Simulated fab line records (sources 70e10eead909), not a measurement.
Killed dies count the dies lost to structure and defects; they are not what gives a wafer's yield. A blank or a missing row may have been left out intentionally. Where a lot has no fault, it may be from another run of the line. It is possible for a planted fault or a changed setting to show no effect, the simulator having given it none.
Chamber matching / flow nand-harc / NHARC_P_M2_DEP_33 on pecvd-01 has 3 sister chambers
The step deposits SiCN, target thk 30 nm. 14 wafers are shown with their chamber, then 7 later ones without.

WAFERS PAIRED WITH THEIR CHAMBERS
wafer=L074.1; chamber=0; heater-power-w (W)=464
wafer=L074.5; chamber=1; heater-power-w (W)=582
wafer=L074.6; chamber=2; heater-power-w (W)=505
wafer=L076.4; chamber=2; heater-power-w (W)=521
wafer=L076.5; chamber=1; heater-power-w (W)=564
wafer=L076.6; chamber=0; heater-power-w (W)=451
wafer=L075.1; chamber=1; heater-power-w (W)=526
wafer=L075.3; chamber=2; heater-power-w (W)=558
wafer=L075.6; chamber=1; heater-power-w (W)=525
wafer=L079.1; chamber=0; heater-power-w (W)=460
wafer=L079.2; chamber=2; heater-power-w (W)=502
wafer=L079.6; chamber=2; heater-power-w (W)=494
wafer=L086.1; chamber=2; heater-power-w (W)=577
wafer=L086.2; chamber=0; heater-power-w (W)=543

SIGNATURES (means of the wafers above)
reading=heater-power-w; chamber 0=479.50; chamber 1=549.25; chamber 2=526.17; scatter within a chamber=35.1
Rule: a wafer's distance from a chamber is the root of the sum, over the readings, of the square of ((its reading less the chamber's mean) divided by the reading's scatter). If the next closest chamber is less than 2 further off than the closest, the wafer can't be placed; otherwise it belongs to the closest. The scatter: the root of (the sum of the squares of (reading less its chamber's mean) over the shown wafers, divided by (wafers less chambers)).

WAFERS WITH NO CHAMBER GIVEN
wafer=L086.5; heater-power-w (W)=572
wafer=L095.1; heater-power-w (W)=581
wafer=L095.3; heater-power-w (W)=581
wafer=L095.6; heater-power-w (W)=586
wafer=L094.1; heater-power-w (W)=612
wafer=L094.2; heater-power-w (W)=484
wafer=L094.5; heater-power-w (W)=485

WHICH CHAMBER EACH WENT THROUGH
wafer=L086.5; from the rows above=can't be placed: 1 or 2 or 0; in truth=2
wafer=L095.1; from the rows above=can't be placed: 1 or 2 or 0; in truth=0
wafer=L095.3; from the rows above=can't be placed: 1 or 2 or 0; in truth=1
wafer=L095.6; from the rows above=can't be placed: 1 or 2 or 0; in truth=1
wafer=L094.1; from the rows above=can't be placed: 1 or 2 or 0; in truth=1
wafer=L094.2; from the rows above=can't be placed: 0 or 2 or 1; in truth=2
wafer=L094.5; from the rows above=can't be placed: 0 or 2 or 1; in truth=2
0 of 7 placed correctly. Cannot be placed on the basis of these rows: 7; the candidates contain the true chamber in 7. Wrongly placed: 0.
